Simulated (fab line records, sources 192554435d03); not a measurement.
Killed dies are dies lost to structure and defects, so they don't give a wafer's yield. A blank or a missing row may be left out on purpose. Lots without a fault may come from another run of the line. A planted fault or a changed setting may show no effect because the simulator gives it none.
A struck lot beside a sound one | flow n5_finfet | 15 steps out of a route of 1938
Sound: wafers L609.2, L609.4, L609.5. Struck: wafers L614.1, L614.3, L614.4. The cause comes at the end.
At each step with rows: each side's tool, then ch and its chambers, then its first start. Under that, the readings that differ: sound wafers | struck wafers | difference of the means | sigmas: that difference in standard deviations of wafers without a fault.
alike: readings whose means differ by less than 2 such deviations, and words and numbers that are the same on both sides. not compared: withheld readings, readings that some wafer has no value for, bounds like >300 that may hide the same value, and numbers for which the record gives no deviation and whose values overlap.
The two part at a step that has a row with sigmas, a row that says differs or no value, or rows on one side only. Numbers that don't overlap but have no deviation are shown without sigmas and don't part them. A reading that every wafer of one side lacks parts them only if that side has two wafers or more.

first, 4 steps without rows for these wafers: N5_SD_EPI_N_WET_ETCH_43 (etches SiO2 in dHF, time 14 s, target depth 1.5 nm); N5_SD_EPI_N_STRIP_18 (strips in SPM, time 750 s); N5_SD_EPI_N_SRD_20 (time 30 s); N5_SD_EPI_N_PRECLEAN_48 (cleans in NF3:NH3, afs cycles 2, time 20 s, sublimation time 60 s).
N5_SD_EPI_N_VAPOR_ETCH_50: etches Si in HCl, time 54 s.
  sound on epi_rpcvd-04 ch 0, day 5 19:05; struck on epi_rpcvd-04 ch 0, day 6 21:32
  alike: throttle_valve_pct
then, 1 step without rows for these wafers: N5_SD_EPI_N_EPI_21 (deposits Si:P, time 690 s).
N5_SD_EPI_N_EPI_MEAS_23:
  sound on film_metro-02, day 5 20:57; struck on film_metro-02, day 6 23:26
  alike: thk_nm
then, 3 steps without rows for these wafers: N5_SD_EPI_N_PRECLEAN_24 (cleans in O3/DIW, time 60 s); N5_SD_EPI_N_SRD_25 (time 30 s); N5_SD_EPI_N_PRECLEAN_49 (cleans in NF3:NH3, afs cycles 1, time 20 s, sublimation time 60 s).
N5_SD_EPI_N_LINER_46: material SiNx, target thk 3 nm.
  sound on ald_sin-02 ch 1,3, day 5 21:26; struck on ald_sin-02 ch 0,2,3, day 6 23:44
  alike: heater_power_w
N5_SD_EPI_N_INSPECT_26: inspects for defects (darkfield).
  sound on defect_inspect-01, day 5 21:41; struck on defect_inspect-01, day 6 23:59
  alike: raw_defect_count
N5_SD_EPI_P_COAT_34: time 60 s, resist thk 350 nm.
  sound on litho_track-05 ch 0, day 5 21:43; struck on litho_track-05 ch 0, day 7 00:01
  reading                  | sound                | struck               | difference | sigmas
  heater_power_total_W (W) | 500.6 498.0 497.9    | 481.5 480.8 477.9    | -18.8      | -11
  plate_temp_C (C)         | 249.95 250.11 249.92 | 241.82 241.88 241.66 | -8.21      | -51
then, 1 step without rows for these wafers: N5_SD_EPI_P_COAT_35 (time 60 s, resist thk 35 nm).
-- the record jumps here: 9 days lie between the struck wafers' starts before and after (it left off in module SD_EPI_P and takes up again in module PASSIVATION, whose first step shown is number 1936 of the route) --
N5_PASSIVATION_PROBE_49:
  sound on prober-02, day 14 18:00; struck on prober-02, day 15 22:05
  alike: killed_at_M0_to_M3, killed_at_M4_up, killed_at_contacts, killed_at_front_end, killed_at_other, killed_dies, killed_on_rim, killed_open, killed_short

WHERE THEY PART
Only at N5_SD_EPI_P_COAT_34, within this record. Later steps at which nothing parts them and some readings are alike: N5_PASSIVATION_PROBE_49.

WHY: what the simulator had put in
Process parameter drift: litho_track-05, from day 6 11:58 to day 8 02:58, at N5_SD_EPI_P_COAT_34. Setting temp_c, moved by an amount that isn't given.
